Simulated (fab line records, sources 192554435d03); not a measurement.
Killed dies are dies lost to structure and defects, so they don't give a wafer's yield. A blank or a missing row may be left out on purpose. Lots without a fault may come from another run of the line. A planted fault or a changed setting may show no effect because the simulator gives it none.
Problem report in the 8D (eight disciplines) form, filled by code | flow n5_finfet | the parts of the form that need people (team, actions taken, sign-off) are left out

1. THE PROBLEM
run_length_s at N5_BEOL_M1_CO_CAP_55 reads a mean of 173.7 s on 6 wafers of 2 lots; wafers without a fault read 124.8 s with a standard deviation of 0.61. That is +80 standard deviations from the usual mean.
The step: material Co, precursor CCTBA/H2, target thk 2 nm, time 102.1 s.
First seen on wafer L755.3, day 8 13:01, on cvd_co-01. The record holds 18 wafers of 6 lots with a number at this step. Rule for "out", or "out of limits": more than 4 standard deviations from the usual mean. The other wafers with a number count as sound.

2. WHAT IT IS AND WHAT IT IS NOT
question                    | is                     | is not
which readings at this step | run_length_s           | -
which lots                  | L755, L761             | L750, L751, L756, L766
which wafers of those lots  | all that have a number | -
read on which tools         | cvd_co-01              | cvd_co-02
when                        | from day 8 13:01       | up to then (6 sound wafers); but 6 sound wafers of L756, L766 came after

3. SUSPECTS, AND WHAT RULES EACH OUT
Counting: a tool at a process step up to the reading stays a suspect if it ran every lot that is out and no sound lot after the first of them.
- cmp-01 at N5_BEOL_M1_CMP_52 (polishes, stops on SiOC, t overpolish 6.8 s, target thk 40 nm): kept. It ran every lot that is out, first L755 (day 8 12:39), and no sound lot after that; its last sound lot up to then is L751 (day 7 10:59).
- cvd_co-01 at N5_BEOL_M1_PRE_CLEAN_60 (time 15 s): kept. It ran every lot that is out, first L755 (day 8 12:59), and no sound lot after that; its last sound lot up to then is L750 (day 6 22:24).
- cvd_co-01 at N5_BEOL_M1_CO_CAP_55 (material Co, precursor CCTBA/H2, target thk 2 nm, time 102.1 s): kept. It ran every lot that is out, first L755 (day 8 13:01), and no sound lot after that; its last sound lot up to then is L750 (day 6 22:26). Its own readings are out on those wafers: run_length_s.
Left after counting: cmp-01 at N5_BEOL_M1_CMP_52, cvd_co-01 at N5_BEOL_M1_PRE_CLEAN_60, cvd_co-01 at N5_BEOL_M1_CO_CAP_55.

4. THE CAUSE (what the simulator had put in)
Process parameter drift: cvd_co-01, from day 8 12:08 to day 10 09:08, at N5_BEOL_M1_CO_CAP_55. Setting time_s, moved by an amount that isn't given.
Counting left 3 suspects, and this tool is among them.

5. THE CHAIN OF EFFECTS, in route order
Each row: a reading whose mean over the struck wafers that have a number lies more than 3 standard deviations from the usual. Only readings for which the record gives a usual standard deviation are gone through. hours: the time from each lot's start at the first step in this table that gives one to its start at this step, as a median over the lots. sigmas: the change in usual standard deviations.
hours | step                 | reading      | usual   | on struck wafers | change | sigmas
0     | N5_BEOL_M1_CO_CAP_55 | run_length_s | 124.8 s | 173.7            | +48.9  | +80
The process steps in it:
- N5_BEOL_M1_CO_CAP_55: material Co, precursor CCTBA/H2, target thk 2 nm, time 102.1 s.
Later measuring or inspecting steps at which every struck wafer that the step has a row for has a number for every such reading, and none has moved that far: N5_BEOL_M4_RC_MEAS_101.

6. WHAT WOULD HAVE CAUGHT IT SOONER
In this record the first reading out of limits was taken at day 8 13:01, 1 hour after the fault began at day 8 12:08.
